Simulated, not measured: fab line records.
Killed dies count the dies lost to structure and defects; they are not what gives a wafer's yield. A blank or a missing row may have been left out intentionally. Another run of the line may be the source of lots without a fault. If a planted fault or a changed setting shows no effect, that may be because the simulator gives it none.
fab line records + flow nand_harc
record
- lots=13
- wafers=39
- last_day=33
route steps=1302 shown P_ZERO_WELL@56 P_STI@90 END@1302
lots with no fault: from the same line, run without faults
start_h: hours from the record's opening day to when the first of the lot's shown wafers began + wait_h: hours from the lot's prior step to this one + " same as the row above + L1.1+2: a single row standing in for several wafers + - no value, or no start was given + * or withheld: withheld + < > ~ a bound
route shown NAME@n: NAME is a module with steps in the file, n the number in the route of the first one + usual: mean and standard deviation over wafers with no fault + same: alike in all rows + chamber/n: place in a boat + sites: readings site by site + _std_site: standard deviation of those values + _edge_site: mean of outer sites minus mean of inner sites + radius_mm: how far each site lies from the wafer's centre + mask NAME#n: copy n + behind: the tool/chamber that last shaped the wafer + hold: what put the lot on hold/how long, in hours/how the hold closed + device: whichever transistor did not switch (one of n, p or np) + end of line: at the end of the route, the tests of the same wafers + a step with no rows: only its recipe + killed: the dies lost at the first sort to structure and to defects; this is not the yield of the wafer + map: shows each die of a wafer: x if killed, . if not, _ if none is there
set.NAME: setting as actually run; set.NAME@STEP: the setting as run at that earlier step + model.NAME: the simulator's own value behind a step, which no gauge read
steps of the route over a sample of lots; a table a step, a row a wafer
services: a tool's chamber out of use, with start hour (start_h, from the record's first day; less than 0 if before it), hours out, and reason
## steps
# step NHARC_P_ZERO_WELL_EXPOSE_49
# recipe
- na=0.6
- target_cd_nm=2000
- dose_mj=22.64
- mask_id=P_HVPW
| lot.wafer  | tool           | chamber | start_h | wait_h | mask        |
|------------|----------------|---------|---------|--------|-------------|
| L782.3+4+5 | krf_scanner-03 | 0       | 25.71   | -      | P_HVPW#0    |
| L784.1+2+5 | krf_scanner-03 | 0       | 45.80   | -      | P_HVPW#0    |
| L786.1+3+6 | krf_scanner-04 | 0       | 65.70   | -      | P_HVPW#0    |
| L787.1+3+4 | krf_scanner-02 | 0       | 75.78   | -      | P_HVPW#0    |
| L788.1+2+4 | krf_scanner-03 | 0       | 85.89   | -      | P_HVPW#0    |
| L789.2+3+6 | krf_scanner-04 | 0       | 99.65   | -      | P_HVPW#0    |
| L790.2+3+5 | krf_scanner-02 | 0       | 105.66  | -      | P_HVPW#0    |
| L791.3+4+6 | krf_scanner-04 | 0       | 115.60  | -      | P_HVPW#0    |
| L793.2+5+6 | krf_scanner-03 | 0       | 135.46  | -      | P_HVPW#0    |
| L794.1+2+6 | krf_scanner-03 | 0       | 145.60  | -      | P_HVPW_R1#0 |
| L797.4+5+6 | krf_scanner-04 | 0       | 175.63  | -      | P_HVPW#0    |
| L804.2+4+6 | krf_scanner-04 | 0       | 245.76  | -      | P_HVPW#0    |
| L805.3+4+5 | krf_scanner-03 | 0       | 255.73  | -      | P_HVPW#0    |
# step NHARC_P_ZERO_WELL_CD_MEAS_52
# recipe
- target_cd_nm=2000
- landing_energy_ev=500
# usual
- cd_nm=1999.6/2.1
| lot.wafer | tool      | chamber | start_h | wait_h | cd_nm  |
|-----------|-----------|---------|---------|--------|--------|
| L782.3    | cd_sem-02 | 0       | 25.86   | -      | 1997.9 |
| L782.4    | "         | 0       | "       | "      | 2000.9 |
| L782.5    | "         | 0       | "       | "      | 2001.3 |
| L784.1    | cd_sem-01 | 0       | 45.95   | -      | 1999.7 |
| L784.2    | "         | 0       | "       | "      | 2000.5 |
| L784.5    | "         | 0       | "       | "      | 2000.6 |
| L786.1    | cd_sem-02 | 0       | 65.85   | -      | 2000.9 |
| L786.3    | "         | 0       | "       | "      | 1999.0 |
| L786.6    | "         | 0       | "       | "      | 2001.1 |
| L787.1    | cd_sem-02 | 0       | 75.93   | -      | 1999.7 |
| L787.3    | "         | 0       | "       | "      | 2003.4 |
| L787.4    | "         | 0       | "       | "      | 1999.8 |
| L788.1    | cd_sem-03 | 0       | 86.04   | -      | 1998.8 |
| L788.2    | "         | 0       | "       | "      | 2000.1 |
| L788.4    | "         | 0       | "       | "      | 1997.6 |
| L789.2    | cd_sem-03 | 0       | 99.80   | -      | 1999.3 |
| L789.3    | "         | 0       | "       | "      | 1998.9 |
| L789.6    | "         | 0       | "       | "      | 1999.9 |
| L790.2    | cd_sem-02 | 0       | 105.81  | -      | 2000.9 |
| L790.3    | "         | 0       | "       | "      | 1996.6 |
| L790.5    | "         | 0       | "       | "      | 1996.6 |
| L791.3    | cd_sem-01 | 0       | 115.75  | -      | 1997.1 |
| L791.4    | "         | 0       | "       | "      | 1998.8 |
| L791.6    | "         | 0       | "       | "      | 2001.8 |
| L793.2    | cd_sem-01 | 0       | 135.61  | -      | 1999.4 |
| L793.5    | "         | 0       | "       | "      | 1999.4 |
| L793.6    | "         | 0       | "       | "      | 1997.3 |
| L794.1    | cd_sem-03 | 0       | 145.76  | -      | 1799.7 |
| L794.2    | "         | 0       | "       | "      | 1796.2 |
| L794.6    | "         | 0       | "       | "      | 1798.2 |
| L797.4    | cd_sem-02 | 0       | 175.78  | -      | 1996.8 |
| L797.5    | "         | 0       | "       | "      | 1996.9 |
| L797.6    | "         | 0       | "       | "      | 2001.0 |
| L804.2    | cd_sem-02 | 0       | 245.91  | -      | 2000.4 |
| L804.4    | "         | 0       | "       | "      | 1999.8 |
| L804.6    | "         | 0       | "       | "      | 1997.3 |
| L805.3    | cd_sem-02 | 0       | 255.88  | -      | 1999.1 |
| L805.4    | "         | 0       | "       | "      | 1995.1 |
| L805.5    | "         | 0       | "       | "      | 1996.9 |
# step NHARC_P_STI_ETCH_15
# recipe
- target_depth_a=3000
- taper_deg=4
- time_s=100.1
- hbr_flow_sccm=150
- cl2_flow_sccm=50
- rf_w=400
- icp_w=400
- bias_w=100
- chemistry=HBr/Cl2
# usual
- drypump_motor_current_A=5.6/0.32
- oes_product_au=1.004/0.011
- throttle_valve_pct=26.404/0.0099
| lot.wafer | tool      | chamber | start_h | wait_h | drypump_motor_current_A | oes_product_au | rf_hours_counter_h | throttle_valve_pct |
|-----------|-----------|---------|---------|--------|-------------------------|----------------|--------------------|--------------------|
| L782.3    | rie_si-02 | 2       | 49.22   | -      | 5.9                     | 1.014          | 0.9                | 26.402             |
| L782.4    | "         | 0       | "       | "      | 5.3                     | 1.014          | 0.7                | 26.407             |
| L782.5    | "         | 2       | "       | "      | 5.9                     | 1.012          | -                  | 26.423             |
| L784.2    | rie_si-02 | 0       | 63.16   | -      | 5.3                     | 1.011          | 0.8                | 26.420             |
| L784.1    | "         | 2       | "       | "      | 5.9                     | 1.009          | 1.0                | 26.413             |
| L784.5    | "         | 0       | "       | "      | 5.3                     | 1.008          | -                  | 26.403             |
| L786.3    | rie_si-03 | 0       | 83.42   | -      | 5.4                     | 1.001          | 0.3                | 26.409             |
| L786.1    | "         | 1       | "       | "      | 5.6                     | 0.991          | 0.2                | 26.425             |
| L786.6    | "         | 2       | "       | "      | 5.6                     | 1.001          | -                  | 26.403             |
| L787.4    | rie_si-02 | 1       | 94.99   | -      | 6.0                     | 1.011          | 1.0                | 26.383             |
| L787.1    | "         | 3       | "       | "      | 5.6                     | 1.029          | 1.1                | 26.408             |
| L787.3    | "         | 0       | "       | "      | 5.3                     | 1.009          | 1.0                | 26.415             |
| L788.1    | rie_si-04 | 2       | 105.93  | -      | 5.7                     | 1.025          | 0.6                | 26.392             |
| L788.2    | "         | 0       | "       | "      | 5.5                     | 1.002          | 0.6                | 26.402             |
| L788.4    | "         | 1       | "       | "      | 5.2                     | 0.986          | 0.6                | 26.394             |
| L789.2    | rie_si-03 | 1       | 117.56  | -      | 5.6                     | 1.003          | 0.4                | 26.404             |
| L789.3    | "         | 2       | "       | "      | 5.7                     | 1.005          | 0.5                | 26.433             |
| L789.6    | "         | 1       | "       | "      | 5.6                     | 1.008          | -                  | 26.400             |
| L790.3    | rie_si-02 | 1       | 125.71  | -      | 5.9                     | 1.007          | 0.0                | 26.417             |
| L790.2    | "         | 3       | "       | "      | 5.6                     | 1.016          | 0.1                | 26.412             |
| L790.5    | "         | 2       | "       | "      | 5.9                     | 1.000          | -                  | 26.404             |
| L791.4    | rie_si-04 | 2       | 134.04  | -      | 5.7                     | 1.023          | 0.9                | 26.402             |
| L791.3    | "         | 1       | "       | "      | 5.2                     | 0.991          | 0.8                | 26.392             |
| L791.6    | "         | 2       | "       | "      | 5.7                     | 1.027          | -                  | 26.390             |
| L793.2    | rie_si-03 | 0       | 154.58  | -      | 5.3                     | 1.002          | 0.7                | 26.419             |
| L793.6    | "         | 3       | "       | "      | 6.3                     | 0.993          | -                  | 26.399             |
| L793.5    | "         | 0       | "       | "      | 5.4                     | 1.006          | -                  | 26.415             |
| L794.1    | rie_si-02 | 0       | 165.53  | -      | 5.3                     | 1.010          | 0.4                | 26.419             |
| L794.2    | "         | 1       | "       | "      | 6.0                     | 0.983          | 0.3                | 26.384             |
| L794.6    | "         | 3       | "       | "      | 5.7                     | 1.019          | -                  | 26.398             |
| L797.4    | rie_si-03 | 2       | 194.80  | -      | 5.7                     | 1.001          | 1.0                | 26.396             |
| L797.6    | "         | 0       | "       | "      | 5.4                     | 0.995          | -                  | 26.417             |
| L797.5    | "         | 1       | "       | "      | 5.6                     | 1.002          | -                  | 26.392             |
| L804.4    | rie_si-03 | 1       | 265.00  | -      | 5.6                     | 1.001          | 0.3                | 26.392             |
| L804.2    | "         | 3       | "       | "      | 6.3                     | 0.999          | 0.2                | 26.412             |
| L804.6    | "         | 2       | "       | "      | 5.7                     | 1.011          | -                  | 26.405             |
| L805.4    | rie_si-04 | 0       | 273.41  | -      | 5.5                     | 1.005          | 0.6                | 26.396             |
| L805.3    | "         | 1       | "       | "      | 5.2                     | 0.988          | 0.6                | 26.403             |
| L805.5    | "         | 3       | "       | "      | 5.2                     | 1.000          | -                  | 26.416             |
# step NHARC_P_STI_CMP_21
# recipe
- t_overpolish_s=20
- target_thk_nm=380.67
# usual
- motor_current_A=12.7/1.3
- overpolish_run_s=20.001/0.0083
| lot.wafer | tool   | chamber | start_h | wait_h | motor_current_A | overpolish_run_s |
|-----------|--------|---------|---------|--------|-----------------|------------------|
| L782.4    | cmp-01 | 3       | 68.49   | 0.4    | 14.2            | 19.999           |
| L782.3    | "      | 1       | "       | "      | 15.3            | 19.990           |
| L782.5    | "      | 2       | "       | "      | 13.2            | 20.002           |
| L784.2    | cmp-02 | 3       | 80.93   | 0.4    | 11.0            | 20.004           |
| L784.1    | "      | 1       | "       | "      | 13.4            | 20.003           |
| L784.5    | "      | 3       | "       | "      | 11.0            | 20.011           |
| L786.3    | cmp-04 | 0       | 103.12  | 0.4    | 11.4            | 20.001           |
| L786.1    | "      | 1       | "       | "      | 11.4            | 20.002           |
| L786.6    | "      | 1       | "       | "      | 11.8            | 20.003           |
| L787.4    | cmp-01 | 3       | 114.31  | 0.4    | 14.2            | 19.992           |
| L787.1    | "      | 0       | "       | "      | 12.1            | 20.005           |
| L787.3    | "      | 1       | "       | "      | 15.3            | 20.000           |
| L788.1    | cmp-02 | 0       | 130.66  | 0.4    | 11.6            | 20.001           |
| L788.4    | "      | 2       | "       | "      | 11.5            | 20.010           |
| L788.2    | "      | 3       | "       | "      | 11.3            | 19.997           |
| L789.3    | cmp-04 | 0       | 138.84  | 0.4    | 12.6            | 19.999           |
| L789.2    | "      | 1       | "       | "      | 12.7            | 19.982           |
| L789.6    | "      | 1       | "       | "      | 11.6            | 20.001           |
| L790.3    | cmp-04 | 0       | 146.99  | 0.4    | 11.6            | 20.002           |
| L790.2    | "      | 2       | "       | "      | 13.4            | 20.009           |
| L790.5    | "      | 0       | "       | "      | 12.3            | 20.002           |
| L791.4    | cmp-02 | 1       | 154.23  | 0.4    | 13.5            | 19.998           |
| L791.3    | "      | 2       | "       | "      | 11.5            | 20.009           |
| L791.6    | "      | 3       | "       | "      | 11.3            | 20.004           |
| L793.2    | cmp-04 | 3       | 174.19  | 0.4    | 12.5            | 20.009           |
| L793.6    | "      | 1       | "       | "      | 11.9            | 20.009           |
| L793.5    | "      | 2       | "       | "      | 14.4            | 19.994           |
| L794.1    | cmp-01 | 2       | 186.06  | 0.4    | 13.9            | 19.986           |
| L794.2    | "      | 3       | "       | "      | 13.8            | 20.004           |
| L794.6    | "      | 1       | "       | "      | 15.8            | 19.998           |
| L797.4    | cmp-04 | 3       | 215.20  | 0.4    | 12.1            | 19.989           |
| L797.5    | "      | 1       | "       | "      | 11.3            | 20.008           |
| L797.6    | "      | 2       | "       | "      | 14.2            | 19.998           |
| L804.2    | cmp-01 | 3       | 282.39  | 0.4    | 14.1            | 20.004           |
| L804.4    | "      | 0       | "       | "      | 14.0            | 19.999           |
| L804.6    | "      | 2       | "       | "      | 12.4            | 19.983           |
| L805.3    | cmp-01 | 0       | 290.68  | 0.4    | 13.0            | 19.990           |
| L805.4    | "      | 3       | "       | "      | 13.6            | 19.999           |
| L805.5    | "      | 0       | "       | "      | 13.7            | 20.016           |
# step NHARC_P_STI_INSPECT_25
# usual
- raw_defect_count=211/65
| lot.wafer | tool              | chamber | start_h | wait_h | raw_defect_count |
|-----------|-------------------|---------|---------|--------|------------------|
| L782.3    | defect_inspect-02 | -       | 78.54   | 0.4    | 194              |
| L782.4    | "                 | -       | "       | "      | 355              |
| L782.5    | "                 | -       | "       | "      | 292              |
| L784.1    | defect_inspect-01 | -       | 92.41   | 0.4    | 232              |
| L784.2    | "                 | -       | "       | "      | 297              |
| L784.5    | "                 | -       | "       | "      | 183              |
| L786.1    | defect_inspect-01 | -       | 113.22  | 0.4    | 171              |
| L786.3    | "                 | -       | "       | "      | 155              |
| L786.6    | "                 | -       | "       | "      | 178              |
| L787.1    | defect_inspect-02 | -       | 122.03  | 0.4    | 204              |
| L787.3    | "                 | -       | "       | "      | 220              |
| L787.4    | "                 | -       | "       | "      | 186              |
| L788.1    | defect_inspect-02 | -       | 140.75  | 0.4    | 202              |
| L788.2    | "                 | -       | "       | "      | 106              |
| L788.4    | "                 | -       | "       | "      | 222              |
| L789.2    | defect_inspect-02 | -       | 148.71  | 0.4    | 322              |
| L789.3    | "                 | -       | "       | "      | 224              |
| L789.6    | "                 | -       | "       | "      | 265              |
| L790.2    | defect_inspect-01 | -       | 154.92  | 0.4    | 140              |
| L790.3    | "                 | -       | "       | "      | 159              |
| L790.5    | "                 | -       | "       | "      | 213              |
| L791.3    | defect_inspect-02 | -       | 161.90  | 0.4    | 291              |
| L791.4    | "                 | -       | "       | "      | 154              |
| L791.6    | "                 | -       | "       | "      | 284              |
| L793.2    | defect_inspect-02 | -       | 183.59  | 0.4    | 159              |
| L793.5    | "                 | -       | "       | "      | 165              |
| L793.6    | "                 | -       | "       | "      | 166              |
| L794.1    | defect_inspect-02 | -       | 195.47  | 0.4    | 210              |
| L794.2    | "                 | -       | "       | "      | 150              |
| L794.6    | "                 | -       | "       | "      | 346              |
| L797.4    | defect_inspect-01 | -       | 221.25  | 0.4    | 196              |
| L797.5    | "                 | -       | "       | "      | 210              |
| L797.6    | "                 | -       | "       | "      | 324              |
| L804.2    | defect_inspect-01 | -       | 290.81  | 0.4    | 269              |
| L804.4    | "                 | -       | "       | "      | 121              |
| L804.6    | "                 | -       | "       | "      | 215              |
| L805.3    | defect_inspect-01 | -       | 300.46  | 0.4    | 240              |
| L805.4    | "                 | -       | "       | "      | 236              |
| L805.5    | "                 | -       | "       | "      | 176              |
# step NHARC_END_SORT_01
# recipe
- temp_c=25
# usual
- killed_at_array=58/22
- killed_at_other=1.0/1.3
- killed_at_periphery=5/3.4
- killed_dies=64/22
- killed_open=3.6/1.8
- killed_short=2.4/1.7
# same
- gross_dies=677
| lot.wafer | tool      | chamber | start_h | wait_h | killed_at_array | killed_at_other | killed_at_periphery | killed_dies | killed_open | killed_short |
|-----------|-----------|---------|---------|--------|-----------------|-----------------|---------------------|-------------|-------------|--------------|
| L794.1    | prober-01 | 0       | 677.39  | 2.5    | 16              | 0               | 7                   | 23          | 1           | 2            |
| L794.2    | prober-01 | 0       | 678.17  | 2.7    | 19              | 0               | 12                  | 31          | 3           | 2            |
| L794.6    | prober-01 | 0       | 681.31  | 3.9    | 27              | 0               | 8                   | 35          | 5           | 1            |
# killed by level:class
L794.1 P_ZERO_WELL:area_expose=6 A_CONTACT:chamber_film_flake=4 A_CHANNEL_HOLE_D1:chamber_film_flake=3 A_ONON_D2:geometric_particle:short=1 A_CHANNEL_FILL_D2:geometric_particle:open=1 A_SLIT:geometric_particle:short=1 P_STI:chamber_film_flake=1 A_ZERO_WELL:chamber_film_flake=1
L794.2 P_ZERO_WELL:area_expose=10 A_CHANNEL_HOLE_D1:chamber_film_flake=7 A_CHANNEL_FILL_D2:chamber_film_flake=2 A_STAIRCASE:chamber_film_flake=2 A_SLIT:chamber_film_flake=2 A_CONTACT:chamber_film_flake=2 P_CONTACT:geometric_particle:open=1 A_CHANNEL_HOLE_D1:geometric_particle:short=1
L794.6 A_CHANNEL_HOLE_D1:chamber_film_flake=8 A_CONTACT:chamber_film_flake=8 P_ZERO_WELL:area_expose=5 A_SLIT:chamber_film_flake=4 A_BLC:geometric_particle:open=2 P_CONTACT:geometric_particle:open=1 P_CONTACT:geometric_particle:short=1 A_CONTACT:geometric_particle:open=1
## services
| tool           | chamber | start_h | hours | kind   |
|----------------|---------|---------|-------|--------|
| rie_si-03      | 0       | 4.42    | 1.3   | repair |
| krf_scanner-04 | -       | 10.00   | 4.0   | pm     |
| cmp-04         | -       | 13.29   | 4.0   | pm     |
| krf_scanner-04 | -       | 39.11   | 0.2   | repair |
| rie_si-03      | -       | 44.00   | 9.0   | pm     |
| krf_scanner-03 | -       | 46.14   | 5.0   | repair |
| krf_scanner-03 | -       | 52.00   | 4.0   | pm     |
| krf_scanner-03 | -       | 72.57   | 5.9   | repair |
| krf_scanner-03 | -       | 82.59   | 2.0   | repair |
| cmp-01         | -       | 85.80   | 1.4   | repair |
| cmp-04         | -       | 87.03   | 3.1   | repair |
| cmp-01         | -       | 89.13   | 4.0   | pm     |
| rie_si-02      | -       | 100.00  | 9.0   | pm     |
| cmp-04         | -       | 111.29  | 4.0   | pm     |
| rie_si-03      | 1       | 130.71  | 4.2   | repair |
| krf_scanner-04 | -       | 147.65  | 2.0   | repair |
| rie_si-03      | -       | 155.92  | 0.7   | repair |
| rie_si-02      | 2       | 168.68  | 3.7   | repair |
| rie_si-02      | 0       | 177.10  | 7.2   | repair |
| krf_scanner-04 | -       | 182.00  | 4.0   | pm     |
| cmp-01         | -       | 187.13  | 4.0   | pm     |
| krf_scanner-04 | -       | 199.06  | 1.9   | repair |
| cmp-04         | -       | 209.29  | 4.0   | pm     |
| krf_scanner-03 | -       | 224.00  | 4.0   | pm     |
## key
first_sign
- step=NHARC_P_ZERO_WELL_EXPOSE_49
- reading=mask
- direction=changed
effect
- step=NHARC_P_ZERO_WELL_CD_MEAS_52
- reading=cd_nm
- direction=down
- sigmas=96
- usual=1999.6
- struck=1798.0
met_at NHARC_P_ZERO_WELL_EXPOSE_49
struck_lots L794
tester_left_out L794
not_acting_at NHARC_P_STI_ETCH_15,NHARC_P_STI_CMP_21,NHARC_P_STI_INSPECT_25
onset_between 135.46 145.60
fault
- kind=wrong_mask
- tool=any
- chamber=-
- onset_h=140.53
- steps=NHARC_P_ZERO_WELL_EXPOSE_49
- aux_copy=P_HVPW_R1#0
- cd_offset_nm=-197.62
- scope=struck_lots_only
# tester_left_out: of these lots the tester's yield and bins aren't shown, on N5 and GAA mostly nor the transistor test; their killed dies are dies lost to structure and defects alone, not to doping, threshold or leakage, so they don't give the yield
